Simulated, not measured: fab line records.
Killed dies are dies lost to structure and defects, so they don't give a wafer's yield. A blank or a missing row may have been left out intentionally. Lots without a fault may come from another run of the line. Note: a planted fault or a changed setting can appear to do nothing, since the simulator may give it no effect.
The same fault as seen by 2 desks ; flow nandHarc ; only its own numbers are on each desk; what lay behind them is given at the end

## METROLOGY DESK
What the gauges read, lot by lot, whatever tool the lot ran on: means of the sampled wafers that have a number. If a lot's mean is further than 4 standard deviations from the usual mean, the lot is out of limits and carries the mark OUT (the distance appears in the brackets).
Columns: A = cdNm at NHARC_P_M0_CD_MEAS_09, usual 90.4 nm; B = cdNm at NHARC_P_M0_CD_MEAS_16, usual 90.0 nm
lot;first seen here;A;B
L144;day 5 19:20;90.8;91.2
L150;day 8 09:34;89.3;89.7
L154;day 10 08:26;82.8 (-9.8) OUT;82.1 (-7.2) OUT
L155;day 10 17:03;91.3;90.7
L156;day 10 21:14;90.2;89.9
L159;day 12 10:26;90.3;90.1
L160;day 13 03:32;90.6;91.5
L161;day 13 10:00;90.2;89.6
L162;day 13 10:41;90.1;89.9
L163;day 14 04:05;90.1;89.6
L164;day 14 04:46;89.9;89.6
L165;day 14 14:50;89.8;89.8
L166;day 15 00:54;90.5;89.7
Finding of this desk: L154 out of limits; the first was L154 at day 10 08:26, on cdNm at NHARC_P_M0_CD_MEAS_09. L144, L150, L155, L156, L159, L160, L161, L162, L163, L164, L165, L166 stayed within limits.

## DESK OF THE TOOL OWNER: arfiScanner-01
The tool's own readings at NHARC_P_M0_EXPOSE_06 (exposes mask P M0, target cd 90 nm): means of the sampled wafers that have a number, for each lot that ran on this tool. If a lot's mean is further than 4 standard deviations from the usual mean, the lot is out of limits and carries the mark OUT (the distance appears in the brackets).
Columns: A = exposureDoseMJCm2 at NHARC_P_M0_EXPOSE_06, usual 81.22
lot;first seen here;A
L154;day 10 08:17;87.25 (+67) OUT
L162;day 13 10:33;81.26
L166;day 15 00:46;81.36
Finding of this desk: L154 out of limits; the first was L154 at day 10 08:17, on exposureDoseMJCm2 at NHARC_P_M0_EXPOSE_06. L162, L166 stayed within limits.

## PUT TOGETHER
The tool owner's desk could have raised an alarm at day 10 08:17, on L154.
L154 would have let the metrology desk raise an alarm at day 10 08:26.
NHARC_P_M0_EXPOSE_06 was run on arfiScanner-01 by each of the lots named.

## WHAT HAD BEEN PUT IN BY THE SIMULATOR
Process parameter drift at NHARC_P_M0_EXPOSE_06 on arfiScanner-01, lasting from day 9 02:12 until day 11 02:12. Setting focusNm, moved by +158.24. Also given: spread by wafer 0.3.
Struck lots among those shown: L154.
Counting hours from when the fault started, the first reading out of limits came at 30 for the tool owner's desk and at 30 for the metrology desk.
